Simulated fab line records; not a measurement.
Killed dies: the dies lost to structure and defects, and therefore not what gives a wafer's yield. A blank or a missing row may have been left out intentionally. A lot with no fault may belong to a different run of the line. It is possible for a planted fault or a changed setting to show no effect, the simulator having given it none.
Which tool was responsible? | flow n5Finfet | 11 lots, 33 wafers sampled, at 4 steps of a route of 1938

== WHAT EACH GAUGE READ, for each wafer ==
N5_GATE_CUT_OVL_MEAS_14.
lot  | measured     | on         | GATE_CUT_OVL (nm)
L075 | day 4 19:29  | overlay-02 | 1.2 1.0 0.9
L077 | day 5 11:29  | overlay-02 | 0.0 -0.1 0.7
L079 | day 5 23:30  | overlay-01 | -0.4 0.3 -1.1
L080 | day 6 08:34  | overlay-02 | 0.8 0.0 -0.1
L083 | day 6 22:41  | overlay-01 | -0.4 -0.4 -0.5
L085 | day 7 06:13  | overlay-02 | 0.2 0.6 0.2
L087 | day 7 21:07  | overlay-01 | -0.5 -0.6 -1.0
L089 | day 8 05:23  | overlay-02 | -0.6 0.7 0.1
L092 | day 9 05:00  | overlay-02 | 0.2 -0.1 0.5
L094 | day 9 14:51  | overlay-02 | 1.1 1.2 0.9
L096 | day 10 05:40 | overlay-02 | 0.2 0.1 0.4

== EACH LOT AND THE TOOL THAT RAN IT (in order: tool; ch and the chambers of the sampled wafers; start) ==
lot  | N5_HKMG_FIN_DESCUM_53            | N5_HKMG_FIN_STRIP_57             | N5_HKMG_FIN_PWFM_ALD_03
L075 | rieDiel-04 ch 1,2,3, day 4 08:00 | rieDiel-04 ch 1,2,3, day 4 08:17 | aldMetal-02 ch 1,2, day 4 10:33
L077 | rieDiel-06 ch 0,1,2, day 4 22:17 | rieDiel-06 ch 0,1,2, day 4 22:34 | aldMetal-01 ch 0,1, day 5 00:48
L079 | rieDiel-05 ch 0,1, day 5 11:55   | rieDiel-05 ch 0,1, day 5 12:13   | aldMetal-02 ch 1,3, day 5 14:24
L080 | rieDiel-04 ch 0,3, day 5 20:44   | rieDiel-04 ch 0,3, day 5 21:01   | aldMetal-04 ch 0,2, day 5 23:20
L083 | rieDiel-05 ch 0,2, day 6 10:43   | rieDiel-05 ch 0,2, day 6 10:59   | aldMetal-04 ch 0,1,2, day 6 13:14
L085 | rieDiel-06 ch 0,2,3, day 6 18:48 | rieDiel-06 ch 0,2,3, day 6 19:05 | aldMetal-01 ch 1,2,3, day 6 21:16
L087 | rieDiel-04 ch 0,3, day 7 08:20   | rieDiel-04 ch 0,3, day 7 08:37   | aldMetal-01 ch 0,1,3, day 7 10:47
L089 | rieDiel-06 ch 1,2, day 7 16:43   | rieDiel-06 ch 1,2, day 7 17:00   | aldMetal-01 ch 1,2,3, day 7 20:05
L092 | rieDiel-06 ch 0,1,2, day 8 16:40 | rieDiel-06 ch 0,1,2, day 8 16:56 | aldMetal-01 ch 1,2, day 8 19:11
L094 | rieDiel-06 ch 0,2,3, day 9 03:14 | rieDiel-06 ch 0,2,3, day 9 03:31 | aldMetal-01 ch 1,2,3, day 9 05:43
L096 | rieDiel-04 ch 1,2,3, day 9 17:17 | rieDiel-04 ch 1,2,3, day 9 17:34 | aldMetal-02 ch 0,2,3, day 9 20:51
- N5_HKMG_FIN_DESCUM_53: chemistry O2, time 7.9 s.
- N5_HKMG_FIN_STRIP_57: strips in CF4.
- N5_HKMG_FIN_PWFM_ALD_03: deposits TiN, target thk 2 nm, pulse time 1 s, purge time 3 s.

== THE ANSWER, worked out from the rows above alone ==
Rule: the lots themselves supply what counts as usual. The widest of any qualifying gaps counts: lots, ordered by their means at a reading, are off when they make up no more than a third of the lots, leave a main group of 4 or more, and stand apart from it by 3 or more times the standard deviation of that group's means. A main group whose means are all the same, to the digits that the tables above print for the reading, isn't used. A lot without any number at a reading at which 4 lots or more have one is off too. Where the step has rows for the other lots, those lots are counted as sound.
None of the lots is off at any reading shown; this tells nothing.

== WHAT HAD BEEN PUT IN BY THE SIMULATOR ==
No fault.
